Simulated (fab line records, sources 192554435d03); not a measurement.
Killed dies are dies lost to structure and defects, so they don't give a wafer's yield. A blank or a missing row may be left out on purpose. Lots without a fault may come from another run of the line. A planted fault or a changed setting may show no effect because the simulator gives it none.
Which tool did it? | flow n5_finfet | 10 lots, 29 wafers sampled, at 1 step of a route of 1938

WHAT THE GAUGES READ, wafer by wafer
N5_BEOL_M8_INSPECT_13: inspects for defects (brightfield).
lot  | measured     | on                | raw_defect_count
L388 | day 10 02:59 | defect_inspect-02 | 400 386 374
L395 | day 10 23:01 | defect_inspect-01 | 659 497 736
L393 | day 11 07:08 | defect_inspect-01 | 627 434 561
L397 | day 11 09:49 | defect_inspect-01 | 444 581
L398 | day 12 03:40 | defect_inspect-01 | 482 432 536
L402 | day 12 20:47 | defect_inspect-02 | 554 584 472
L403 | day 13 13:58 | defect_inspect-02 | 325 617 411
L406 | day 13 14:18 | defect_inspect-01 | 647 401 448
L407 | day 14 02:17 | defect_inspect-01 | 518 527 414
L409 | day 15 08:01 | defect_inspect-02 | 394 426 359

WHICH TOOL RAN EACH LOT (tool, then ch and the chambers of the sampled wafers, then the start)
The record holds no process step before these readings.

THE ANSWER, worked out from the rows above alone
Rule: what is usual is taken from the lots themselves. Put in order of their means at a reading, lots are off if they are a third of the lots or fewer, leave a main group of 4 or more, and stand apart from it by a gap of 3 or more times the standard deviation of the main group's means; of several such gaps the widest counts. A main group whose means are all the same, to the digits that the tables above print for the reading, isn't used. A lot without any number at a reading at which 4 lots or more have one is off too. The other lots that the step has rows for count as sound.
No lot is off at any reading shown: from this, nothing can be told.

WHAT THE SIMULATOR HAD PUT IN
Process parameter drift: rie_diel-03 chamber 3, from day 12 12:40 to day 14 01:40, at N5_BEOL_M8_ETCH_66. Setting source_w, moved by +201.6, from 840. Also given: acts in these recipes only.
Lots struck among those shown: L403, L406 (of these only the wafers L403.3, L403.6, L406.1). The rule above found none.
